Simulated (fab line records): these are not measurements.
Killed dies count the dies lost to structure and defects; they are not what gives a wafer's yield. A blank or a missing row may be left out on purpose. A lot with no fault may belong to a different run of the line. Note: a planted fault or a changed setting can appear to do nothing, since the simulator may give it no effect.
fab line records | flow n5Finfet
record lots=4 wafers=12 lastDay=19
route steps=1938 shown BEOL_M4@1099 BEOL_M5@1112 BEOL_M9@1401 PASSIVATION@1936
lots untouched by any fault: they come from a run of this same line in which no faults occurred
startH: the number of hours between the record's first day and the start of the first shown wafer of the lot | waitH: hours since the lot's step before | " repeats the value in the row above | L1.1+2: several wafers, shown together as one row | - no value, or no start was given | * or withheld: withheld | < > ~ a bound
route shown NAME@n: a module of which the file shows steps, and the number in the route of the first | usual: mean/standard deviation taken from wafers without a fault | same: alike in all rows | chamber/n: place in a boat | sites: per-site readings | _std_site: the values' standard deviation | _edge_site: the outer-site mean with the inner-site mean subtracted | radiusMm: how far each site lies from the wafer's centre | mask NAME#n: copy n | behind: the most recent tool/chamber to have shaped the wafer | hold: the reason the lot was held/the length of the hold in hours/how it ended | device: whichever transistor did not switch (one of n, p or np) | end of line: at the end of the route, the tests of the same wafers | where a step has no rows: the recipe by itself | killed: not the wafer's yield, but the dies lost to structure and defects at the first sort | map: a wafer's dies, marking killed ones x, the rest . and places with no die _
set.NAME: the setting that was run; set.NAME@STEP: the one run at that earlier step | model.NAME: the simulator's own value behind a step, which no gauge read
certain route steps with their lots: each step a table, each wafer a row
services: when a tool's chamber went out of use (startH, in hours from the record's first day, below 0 if earlier), for how many hours, and the reason
## steps
# step N5_BEOL_M4_ANNEAL_95
# recipe tempC=400 timeS=240 ambient=vacuum
# step N5_BEOL_M4_SPUTTER_96
# recipe material=Cu targetThkA=45 tempC=-20 chamberPressurePa=0.07 powerW=withheld timeS=8.29
# step N5_BEOL_M4_ECD_50
# recipe material=Cu targetThkA=3000
# step N5_BEOL_M4_ANNEAL_51
# recipe tempC=225 timeS=90 ambient=N2
# step N5_BEOL_M4_CMP_52
# recipe stopOn=SiOC tOverpolishS=6.8 downForcePsi=1 platenRpm=50 clearingPlatenDownForcePsi=1.5 clearingPlatenRpm=50 postCmpClean=cuAlkaline targetThkNm=40 clearingPlatenPadVelocityMS=0.99484 padVelocityMS=0.99484
# step N5_BEOL_M4_PRE_CLEAN_60
# recipe gas=NH3/H2 timeS=15 tempC=* rfPowerW=300
# step N5_BEOL_M4_CO_CAP_55
# recipe material=Co targetThkA=20 tempC=200 precursor=CCTBA/H2 pressureTorr=30 timeS=102.1
# step N5_BEOL_M4_PRE_CLEAN_56
# recipe gas=NH3 timeS=15 tempC=withheld rfPowerW=300
# step N5_BEOL_M4_DEP_57
# recipe material=SiCN targetThkA=80 tempC=withheld precursor=3MS/NH3 pressureTorr=3 rfW=202 timeS=14
# step N5_BEOL_M4_RC_MEAS_101
# usual DIBL_N=36.5/1.9 DIBL_P=36.7/2.1 IOFF_N=0.17/0.035 IOFF_P=0.22/0.042 ION_N=676/10 ION_P=462/8.1 SS_N=71.5/0.72 SS_P=73.4/0.7 VT_N=249/3.1 VT_P=-250/3.9
# columns lot.wafer tool chamber startH waitH DIBL_N[mV/V] DIBL_P[mV/V] IOFF_N[nA/um] IOFF_P[nA/um] ION_N[uA/um] ION_P[uA/um] SS_N[mV/dec] SS_P[mV/dec] VT_N[mV] VT_P[mV]
L677.1 prober-01 0 268.92 0.0 35.7 34.7 0.14 0.19 673 463 71.5 72.8 252 -251
L677.2 " 0 " " 39.1 37.3 0.21 0.22 667 457 72.8 73.4 246 -250
L677.5 " 0 " " 38.1 37.7 0.19 0.23 678 466 72.4 73.4 249 -251
L681.1 prober-01 0 320.52 0.0 33.1 35.0 0.13 0.17 676 458 70.6 73.4 250 -255
L681.2 " 0 " " 35.7 37.8 0.16 0.21 668 455 71.8 73.9 251 -253
L681.4 " 0 " " 33.6 34.8 0.13 0.17 665 453 70.8 73.0 253 -257
L683.3 prober-02 0 325.04 0.3 35.7 35.5 0.13 0.19 669 463 71.5 73.0 251 -251
L683.4 " 0 " " 36.2 35.4 0.15 0.19 664 456 71.0 72.8 248 -253
L683.6 " 0 " " 38.1 37.5 0.16 0.22 662 462 71.8 73.5 250 -249
L684.1 prober-01 0 348.12 0.0 37.1 37.8 0.19 0.25 689 474 72.3 73.7 249 -247
L684.2 " 0 " " 33.4 33.7 0.13 0.19 662 459 70.9 72.1 252 -249
L684.6 " 0 " " 33.1 33.0 0.13 0.18 661 454 71.0 72.3 251 -253
# step N5_BEOL_M5_ILD_DEP_00
# recipe material=SiCOH_lowk targetThkA=1406.4 tempC=300 precursor=DEMS/porogen pressureTorr=5 rfW=500 timeS=25.9
# step N5_BEOL_M5_CURE_79
# recipe tempC=385 timeS=240 ambient=He/Ar material=SiCOH_lowk
# step N5_BEOL_M5_PECVD_70
# recipe material=SiO2 targetThkA=160 tempC=400 precursor=TEOS/O2 pressureTorr=5.5 rfW=450 teosFlowSccm=53.8 gas=O2 flowSccm=3000 timeS=18
# step N5_BEOL_M5_HM_DEP_02
# recipe material=TiN targetThkA=200 tempC=25 chamberPressurePa=0.49996
# step N5_BEOL_M5_COAT_59
# recipe resist=SOC tempC=250 timeS=60 spinRpm=1500 resistThkNm=60
# step N5_BEOL_M5_COAT_60
# recipe resist=SiARC tempC=220 timeS=60 spinRpm=1500 resistThkNm=12
# step N5_BEOL_M5_COAT_71
# recipe resist=underlayer tempC=205 timeS=60 spinRpm=1500 resistThkNm=5
# step N5_BEOL_M5_COAT_05
# recipe resist=CAR-EUV spinRpm=1500 resistThkNm=30
# step N5_BEOL_M5_EBR_07
# recipe solvent=PGMEA ebrWidthMm=1.5
# step N5_BEOL_M5_SOFTBAKE_06
# recipe tempC=110 timeS=60 resist=CAR-EUV
# step N5_BEOL_M5_EXPOSE_08
# recipe maskId=M5 na=0.33 sourceShape=annular sigmaInner=0.4 sigmaOuter=0.8 polarization=unpolarized targetCdNm=28 doseMj=35.75
# step N5_BEOL_M5_PEB_09
# recipe pebTempC=100 pebTimeS=60 resist=CAR-EUV
# step N5_BEOL_M5_DEVELOP_10
# recipe developTimeS=30 developer=TMAH resist=CAR-EUV rinseLiquid=surfactantRinse dry=airSpin devTempC=23
# step N5_BEOL_M5_DESCUM_16
# recipe chemistry=O2 timeS=7 sourcePowerW=50 biasPowerW=20 pressureMtorr=20 rfFrequencyHz=2.712e+07 tempC=40 resist=CAR-EUV o2FlowSccm=225
# step N5_BEOL_M5_ETCH_72
# recipe chemistry=N2/H2 target=underlayer targetDepthA=65 maskMaterial=CAR-EUV timeS=5.2 ionEnergyEv=200 pressureMtorr=30 sourceW=840 biasW=150 n2FlowSccm=200 h2FlowSccm=200 ends=cleared
# step N5_BEOL_M5_ETCH_61
# recipe chemistry=CF4 target=SiARC targetDepthA=156 maskMaterial=CAR-EUV timeS=26 ionEnergyEv=80 pressureMtorr=40 sourceW=545 biasW=36 Ar_flow_sccm=100 cf4FlowSccm=100 ends=cleared
# step N5_BEOL_M5_ETCH_62
# recipe chemistry=N2/H2 target=SOC targetDepthA=750 overetchA=150 maskMaterial=SiARC tempC=40 timeS=112.5 ionEnergyEv=200 pressureMtorr=30 sourceW=840 biasW=150 n2FlowSccm=200 h2FlowSccm=200
# step N5_BEOL_M5_STRIP_63
# recipe chemistry=N2/H2 tempC=40 n2FlowSccm=200 h2FlowSccm=200 rfFrequencyHz=6e+07
# step N5_BEOL_M5_STRIP_73
# recipe chemistry=N2/H2 tempC=40 n2FlowSccm=200 h2FlowSccm=200 rfFrequencyHz=6e+07
# step N5_BEOL_M5_STRIP_64
# recipe chemistry=CF4 resist=SiARC powerW=300 biasPowerW=75 pressureMtorr=50 cf4FlowSccm=150 rfFrequencyHz=6e+07
# step N5_BEOL_M5_HM_OPEN_17
# recipe chemistry=Cl2/BCl3 targetDepthA=200 overetchA=60 target=TiN maskMaterial=SOC ionEnergyEv=150 pressureMtorr=10 icpW=1000 biasW=126 Cl2_flow_sccm=53.25 bcl3FlowSccm=21.75 Ar_flow_sccm=25
# step N5_BEOL_M5_STRIP_19
# recipe chemistry=O2 powerW=400 tempC=40 pressureMtorr=30 rfFrequencyHz=6e+07 biasPowerW=0 overashFraction=0.2 o2FlowSccm=225
# step N5_BEOL_M5_COAT_65
# recipe resist=SOC tempC=250 timeS=60 spinRpm=1500 resistThkNm=60
# step N5_BEOL_M5_COAT_66
# recipe resist=SiARC tempC=220 timeS=60 spinRpm=1500 resistThkNm=12
# step N5_BEOL_M9_ILD_DEP_00
# recipe material=SiCOH_lowk targetThkA=3085.1 tempC=300 precursor=DEMS/porogen pressureTorr=5 rfW=500 timeS=58
# usual chamberPressureTorr=5.000/0.011 heaterPowerW=290/36 runLengthS=101.1/0.54 showerheadPlenumPTorr=5.742/0.015 throttleValvePct=13.8/0.72
# columns lot.wafer tool chamber startH waitH chamberPressureTorr heaterPowerW runLengthS showerheadPlenumPTorr throttleValvePct model.SiCOH_lowk_of_BEOL_M9_ILD_DEP_00.thkNm
L677.1 pecvd-01 1 311.34 0.0 5.010 316 100.2 5.722 15.3 305.4
L677.2 " 0 " " 4.989 362 101.2 5.757 14.0 305.2
L677.5 " 2 " " 4.970 241 100.3 5.765 13.2 307.8
L681.1 pecvd-01 1 360.46 0.0 4.990 294 100.4 5.723 15.3 307
L681.2 " 2 " " 4.985 281 100.5 5.739 13.6 309.8
L681.4 " 0 " " 5.006 330 126.3 5.758 14.1 443.6
L683.3 pecvd-01 0 360.91 0.0 5.010 322 126.5 5.756 14.0 432.4
L683.4 " 1 " " 5.013 265 100.4 5.750 15.1 310
L683.6 " 2 " " 4.998 314 100.5 5.752 13.5 307.6
L684.1 pecvd-03 1 378.80 0.0 5.018 281 101.7 5.770 13.3 307
L684.2 " 2 " " 4.994 326 100.8 5.742 12.8 308.4
L684.6 " 0 " " 4.990 314 101.7 5.740 14.2 310.8
# step N5_BEOL_M9_THK_MEAS_01
# recipe reads=SiCOH_lowk_of_BEOL_M9_ILD_DEP_00
# usual M9_ILD_THK=267/3.2
# columns lot.wafer tool chamber startH waitH M9_ILD_THK[nm]
L677.1 filmMetro-01 - 312.28 0.4 265
L677.2 " - " " 265
L677.5 " - " " 267
L681.1 filmMetro-01 - 361.05 0.4 267
L681.2 " - " " 269
L681.4 " - " " 388
L683.3 filmMetro-01 - 361.54 0.3 378
L683.4 " - " " 269
L683.6 " - " " 267
L684.1 filmMetro-02 - 379.39 0.4 267
L684.2 " - " " 268
L684.6 " - " " 270
# step N5_BEOL_M9_CMP_52
# recipe stopOn=SiCOH_lowk tOverpolishS=7 downForcePsi=1 platenRpm=50 clearingPlatenDownForcePsi=1.5 clearingPlatenRpm=50 postCmpClean=cuAlkaline targetThkNm=140 clearingPlatenPadVelocityMS=0.99484 padVelocityMS=0.99484
# usual motorCurrentA=6.1/0.64
# columns lot.wafer tool chamber startH waitH motorCurrentA model.SiCOH_lowk_of_BEOL_M9_ILD_DEP_00.thkNm
L677.2 cmp-02 0 321.08 0.2 7.4 262
L677.1 " 1 " " 6.7 262.4
L677.5 " 0 " " 8.0 264.2
L681.1 cmp-02 0 367.06 0.3 7.2 263.6
L681.4 " 1 " " 6.2 385.4
L681.2 " 2 " " 6.1 266
L683.3 cmp-03 0 367.44 0.2 5.8 375.4
L683.4 " 1 " " 6.4 266.2
L683.6 " 1 " " 6.6 264.2
L684.1 cmp-03 2 388.09 0.3 6.2 263.6
L684.2 " 3 " " 5.0 264.8
L684.6 " 0 " " 5.8 267.2
# step N5_PASSIVATION_PROBE_49
# usual defectLimitedYield=91.4/1.5 killed_at_M0_to_M3=35/12 killed_at_M4_up=13/5.8 killedAtContacts=12/5.5 killedAtFrontEnd=36/9.9 killedAtOther=4/3.7 killedDies=101/18 killedOnRim=13/4.1 killedOpen=66/13 killedShort=33/8 sort_bin_5_function=5.0/1 sort_bin_6_memory=3.2/0.67 sort_bin_8_speed=0.00/0.0099 sortNPass=1079/18 sortYieldPct=91.4/1.5
# same grossDies=1180 killedAtBackSide=0 sort_bin_4_leakage[%]=0
# columns lot.wafer tool chamber startH waitH defectLimitedYield[%] killed_at_M0_to_M3 killed_at_M4_up killedAtContacts killedAtFrontEnd killedAtOther killedDies killedOnRim killedOpen killedShort sort_bin_5_function[%] sort_bin_6_memory[%] sort_bin_8_speed[%] sortNPass sortYieldPct[%]
L677.1 prober-02 - 377.08 0.0 92.3 19 7 12 44 9 91 12 57 25 3.8 3.0 0 1089 92.3
L677.2 prober-02 - 377.13 0.1 91.4 27 8 17 30 20 102 8 67 33 5.1 3.3 0 1078 91.4
L677.5 prober-02 - 377.28 0.2 91.8 33 6 17 27 14 97 10 52 43 5.0 2.8 0 1083 91.8
L683.3 prober-01 - 429.06 0.1 0 27 1098 19 32 4 1180 152 57 43 96.1 3.6 0 0 0
L683.4 prober-01 - 429.11 0.2 90.7 58 15 9 21 7 110 12 66 42 5.4 3.3 0 1070 90.7
L683.6 prober-01 - 429.21 0.3 88.8 43 30 14 41 4 132 21 85 44 6.7 4.1 0 1048 88.8
L681.1 prober-02 - 429.48 0.0 92.7 31 5 10 38 2 86 12 54 28 4.5 2.3 0.08 1094 92.7
L681.2 prober-02 - 429.53 0.1 93.8 31 7 7 28 0 73 10 42 30 4.1 1.9 0 1107 93.8
L681.4 prober-02 - 429.63 0.2 0 27 1096 11 43 3 1180 152 58 31 97.0 2.6 0 0 0
L684.1 prober-02 - 448.23 0.0 91.5 35 16 13 36 0 100 13 60 39 5.2 3.1 0 1080 91.5
L684.2 prober-02 - 448.28 0.1 89.9 39 11 15 54 0 119 13 72 46 5.9 4.0 0 1061 89.9
L684.6 prober-02 - 448.48 0.3 91.9 33 10 23 28 2 96 9 58 35 5.2 2.7 0 1084 91.9
# killed by level:class
L677.1 MOL_CONTACT_COAG:geometricParticle:open=10 STI_FIN_REVEAL:geometricParticle:open=9 HKMG_FIN:areaEtch=9 FIN_SAQP:geometricParticle:open=7 FIN_SAQP:geometricParticle:short=6 BEOL_M0_SAQP:geometricParticle:open=5 MIM_BOT:geometricParticle:short=5 BEOL_M0_SAQP:geometricParticle:short=4
L677.2 MOL_CONTACT_COAG:geometricParticle:open=13 BEOL_M3:geometricParticle:open=9 BEOL_M2:geometricParticle:open=8 STI_FIN_REVEAL:geometricParticle:open=6 FIN_SAQP:geometricParticle:open=5 BEOL_M0_SAQP:geometricParticle:open=5 FIN_SAQP:geometricParticle:short=4 PASS1_CAP:geometricParticle:short=4
L677.5 MOL_CONTACT_COAG:geometricParticle:open=14 BEOL_M3:geometricParticle:open=8 BEOL_M0_SAQP:geometricParticle:short=7 MIM_BOT:geometricParticle:short=7 BEOL_M0_SAQP:geometricParticle:open=6 FIN_SAQP:geometricParticle:short=5 ILD0:geometricParticle:short=5 BEOL_M3:geometricParticle:short=5
L683.3 BEOL_M9:areaEtch=1078 MOL_CONTACT_COAG:geometricParticle:open=15 FIN_SAQP:geometricParticle:short=14 BEOL_M4:geometricParticle:open=11 BEOL_M2:geometricParticle:open=7 BEOL_M2:geometricParticle:short=6 BEOL_M0_SAQP:geometricParticle:short=4 FIN_SAQP:geometricParticle:open=4
L683.4 BEOL_M1:geometricParticle:open=15 BEOL_M0_SAQP:geometricParticle:short=13 BEOL_M0_SAQP:geometricParticle:open=10 BEOL_M2:geometricParticle:open=8 MOL_CONTACT_COAG:geometricParticle:open=6 STI_FIN_REVEAL:geometricParticle:open=5 FIN_SAQP:geometricParticle:short=3 GATE_CUT:geometricParticle:short=3
L683.6 MOL_CONTACT_COAG:geometricParticle:open=13 BEOL_M4:geometricParticle:open=13 BEOL_M0_SAQP:geometricParticle:short=12 BEOL_M2:geometricParticle:open=9 STI_FIN_REVEAL:geometricParticle:open=8 BEOL_M1:geometricParticle:open=8 FIN_SAQP:geometricParticle:open=7 FIN_SAQP:geometricParticle:short=7
L681.1 MOL_CONTACT_COAG:geometricParticle:open=10 BEOL_M2:geometricParticle:open=10 FIN_SAQP:geometricParticle:open=7 BEOL_M0_SAQP:geometricParticle:short=7 FIN_SAQP:geometricParticle:short=6 BEOL_M0_SAQP:geometricParticle:open=6 STI_FIN_REVEAL:geometricParticle:open=4 ILD0:geometricParticle:short=4
L681.2 BEOL_M0_SAQP:geometricParticle:short=12 FIN_SAQP:geometricParticle:open=8 DUMMY_GATE:geometricParticle:open=6 BEOL_M3:geometricParticle:open=6 MOL_CONTACT_COAG:geometricParticle:open=5 FIN_SAQP:geometricParticle:short=4 BEOL_M0_SAQP:geometricParticle:open=4 GATE_CUT:geometricParticle:open=3
L681.4 BEOL_M9:areaEtch=1090 FIN_SAQP:geometricParticle:open=10 MOL_CONTACT_COAG:geometricParticle:open=10 BEOL_M0_SAQP:geometricParticle:short=9 FIN_SAQP:geometricParticle:short=7 DUMMY_GATE:geometricParticle:open=5 STI_FIN_REVEAL:geometricParticle:open=5 BEOL_M0_SAQP:geometricParticle:open=5
L684.1 FIN_SAQP:geometricParticle:short=12 MOL_CONTACT_COAG:geometricParticle:open=10 BEOL_M0_SAQP:geometricParticle:open=10 FIN_SAQP:geometricParticle:open=6 GATE_CUT:geometricParticle:short=6 BEOL_M0_SAQP:geometricParticle:short=5 BEOL_M1:geometricParticle:open=5 BEOL_M1:geometricParticle:short=5
L684.2 STI_FIN_REVEAL:geometricParticle:open=17 BEOL_M0_SAQP:geometricParticle:short=15 MOL_CONTACT_COAG:geometricParticle:open=12 BEOL_M0_SAQP:geometricParticle:open=7 DUMMY_GATE:geometricParticle:open=6 FIN_SAQP:geometricParticle:short=5 STARTING-WAFER:geometricParticle:short=5 BEOL_M2:geometricParticle:open=5
L684.6 MOL_CONTACT_COAG:geometricParticle:open=17 BEOL_M0_SAQP:geometricParticle:short=10 MOL_CONTACT_COAG:geometricParticle:short=6 BEOL_M0_SAQP:geometricParticle:open=5 BEOL_M1:geometricParticle:open=5 BEOL_M3:geometricParticle:open=5 FIN_SAQP:geometricParticle:open=4 STI_FIN_REVEAL:geometricParticle:open=4
# map L681.4 (x killed, . not)
_________________xxxxxxxxxxxx________________
______________xxxxxxxxxxxxxxxxxx_____________
___________xxxxxxxxxxxxxxxxxxxxxxxx__________
__________xxxxxxxxxxxxxxxxxxxxxxxxxx_________
________xxxxxxxxxxxxxxxxxxxxxxxxxxxxxx_______
_______xxxxxxxxxxxxxxxxxxxxxxxxxxxxxxxx______
______xxxxxxxxxxxxxxxxxxxxxxxxxxxxxxxxxx_____
_____xxxxxxxxxxxxxxxxxxxxxxxxxxxxxxxxxxxx____
____xxxxxxxxxxxxxxxxxxxxxxxxxxxxxxxxxxxxxx___
___xxxxxxxxxxxxxxxxxxxxxxxxxxxxxxxxxxxxxxxx__
___xxxxxxxxxxxxxxxxxxxxxxxxxxxxxxxxxxxxxxxx__
__xxxxxxxxxxxxxxxxxxxxxxxxxxxxxxxxxxxxxxxxxx_
__xxxxxxxxxxxxxxxxxxxxxxxxxxxxxxxxxxxxxxxxxx_
_xxxxxxxxxxxxxxxxxxxxxxxxxxxxxxxxxxxxxxxxxxxx
_xxxxxxxxxxxxxxxxxxxxxxxxxxxxxxxxxxxxxxxxxxxx
_xxxxxxxxxxxxxxxxxxxxxxxxxxxxxxxxxxxxxxxxxxxx
_xxxxxxxxxxxxxxxxxxxxxxxxxxxxxxxxxxxxxxxxxxxx
_xxxxxxxxxxxxxxxxxxxxxxxxxxxxxxxxxxxxxxxxxxxx
_xxxxxxxxxxxxxxxxxxxxxxxxxxxxxxxxxxxxxxxxxxxx
_xxxxxxxxxxxxxxxxxxxxxxxxxxxxxxxxxxxxxxxxxxxx
_xxxxxxxxxxxxxxxxxxxxxxxxxxxxxxxxxxxxxxxxxxxx
__xxxxxxxxxxxxxxxxxxxxxxxxxxxxxxxxxxxxxxxxxx_
__xxxxxxxxxxxxxxxxxxxxxxxxxxxxxxxxxxxxxxxxxx_
___xxxxxxxxxxxxxxxxxxxxxxxxxxxxxxxxxxxxxxxx__
___xxxxxxxxxxxxxxxxxxxxxxxxxxxxxxxxxxxxxxxx__
____xxxxxxxxxxxxxxxxxxxxxxxxxxxxxxxxxxxxxx___
_____xxxxxxxxxxxxxxxxxxxxxxxxxxxxxxxxxxxx____
______xxxxxxxxxxxxxxxxxxxxxxxxxxxxxxxxxx_____
_______xxxxxxxxxxxxxxxxxxxxxxxxxxxxxxxx______
________xxxxxxxxxxxxxxxxxxxxxxxxxxxxxx_______
__________xxxxxxxxxxxxxxxxxxxxxxxxxx_________
___________xxxxxxxxxxxxxxxxxxxxxxxx__________
______________xxxxxxxxxxxxxxxxxx_____________
_________________xxxxxxxxxxxx________________
# map L683.3 (x killed, . not)
_________________xxxxxxxxxxxx________________
______________xxxxxxxxxxxxxxxxxx_____________
___________xxxxxxxxxxxxxxxxxxxxxxxx__________
__________xxxxxxxxxxxxxxxxxxxxxxxxxx_________
________xxxxxxxxxxxxxxxxxxxxxxxxxxxxxx_______
_______xxxxxxxxxxxxxxxxxxxxxxxxxxxxxxxx______
______xxxxxxxxxxxxxxxxxxxxxxxxxxxxxxxxxx_____
_____xxxxxxxxxxxxxxxxxxxxxxxxxxxxxxxxxxxx____
____xxxxxxxxxxxxxxxxxxxxxxxxxxxxxxxxxxxxxx___
___xxxxxxxxxxxxxxxxxxxxxxxxxxxxxxxxxxxxxxxx__
___xxxxxxxxxxxxxxxxxxxxxxxxxxxxxxxxxxxxxxxx__
__xxxxxxxxxxxxxxxxxxxxxxxxxxxxxxxxxxxxxxxxxx_
__xxxxxxxxxxxxxxxxxxxxxxxxxxxxxxxxxxxxxxxxxx_
_xxxxxxxxxxxxxxxxxxxxxxxxxxxxxxxxxxxxxxxxxxxx
_xxxxxxxxxxxxxxxxxxxxxxxxxxxxxxxxxxxxxxxxxxxx
_xxxxxxxxxxxxxxxxxxxxxxxxxxxxxxxxxxxxxxxxxxxx
_xxxxxxxxxxxxxxxxxxxxxxxxxxxxxxxxxxxxxxxxxxxx
_xxxxxxxxxxxxxxxxxxxxxxxxxxxxxxxxxxxxxxxxxxxx
_xxxxxxxxxxxxxxxxxxxxxxxxxxxxxxxxxxxxxxxxxxxx
_xxxxxxxxxxxxxxxxxxxxxxxxxxxxxxxxxxxxxxxxxxxx
_xxxxxxxxxxxxxxxxxxxxxxxxxxxxxxxxxxxxxxxxxxxx
__xxxxxxxxxxxxxxxxxxxxxxxxxxxxxxxxxxxxxxxxxx_
__xxxxxxxxxxxxxxxxxxxxxxxxxxxxxxxxxxxxxxxxxx_
___xxxxxxxxxxxxxxxxxxxxxxxxxxxxxxxxxxxxxxxx__
___xxxxxxxxxxxxxxxxxxxxxxxxxxxxxxxxxxxxxxxx__
____xxxxxxxxxxxxxxxxxxxxxxxxxxxxxxxxxxxxxx___
_____xxxxxxxxxxxxxxxxxxxxxxxxxxxxxxxxxxxx____
______xxxxxxxxxxxxxxxxxxxxxxxxxxxxxxxxxx_____
_______xxxxxxxxxxxxxxxxxxxxxxxxxxxxxxxx______
________xxxxxxxxxxxxxxxxxxxxxxxxxxxxxx_______
__________xxxxxxxxxxxxxxxxxxxxxxxxxx_________
___________xxxxxxxxxxxxxxxxxxxxxxxx__________
______________xxxxxxxxxxxxxxxxxx_____________
_________________xxxxxxxxxxxx________________
## services
# columns tool chamber startH hours kind
cmp-02 - 297.28 0.4 repair
cmp-02 - 312.73 1.5 repair
cmp-03 - 318.99 4.0 pm
cmp-03 - 322.99 - consumableReplace:conditioner
cmp-03 - 322.99 - consumableReplace:pad
pecvd-03 2 326.21 5.5 scheduledDown
pecvd-01 2 328.77 2.1 scheduledDown
pecvd-01 1 338.48 5.5 scheduledDown
cmp-02 - 354.62 1.5 repair
pecvd-01 1 365.72 2.1 scheduledDown
pecvd-01 0 380.40 5.5 scheduledDown
## key
firstSign step=N5_BEOL_M9_ILD_DEP_00 reading=runLengthS direction=up sigmas=47 usual=* struck=*
effect step=N5_BEOL_M9_THK_MEAS_01 reading=M9_ILD_THK direction=up sigmas=36 usual=267 struck=383
effect step=N5_PASSIVATION_PROBE_49 reading=killed_at_M4_up direction=up sigmas=99+ usual=13 struck=1097
modelEffect step=N5_BEOL_M9_ILD_DEP_00 value=SiCOH_lowk_of_BEOL_M9_ILD_DEP_00.thkNm without=305.2 struck=438
modelEffect step=N5_BEOL_M9_CMP_52 value=SiCOH_lowk_of_BEOL_M9_ILD_DEP_00.thkNm without=262 struck=380.4
moreKillsBornAt N5_BEOL_M9_ETCH_41@rieDiel-03=1090 N5_BEOL_M9_ETCH_41@rieDiel-04=1078
metAt N5_BEOL_M9_ILD_DEP_00
struckWafers L681.4,L683.3
laterRowsLeftOut L681.4,L683.3
onsetBetween 311.34 360.46
fault kind=processParameterDrift tool=pecvd-01 chamber=0 onsetH=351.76 steps=N5_BEOL_M9_ILD_DEP_00 channel=timeS offset=* shape=step endH=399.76 actsIn=* stated=*
# laterRowsLeftOut: the simulator's readings of these wafers behind a module that went badly wrong aren't trusted and aren't shown, but for the sort
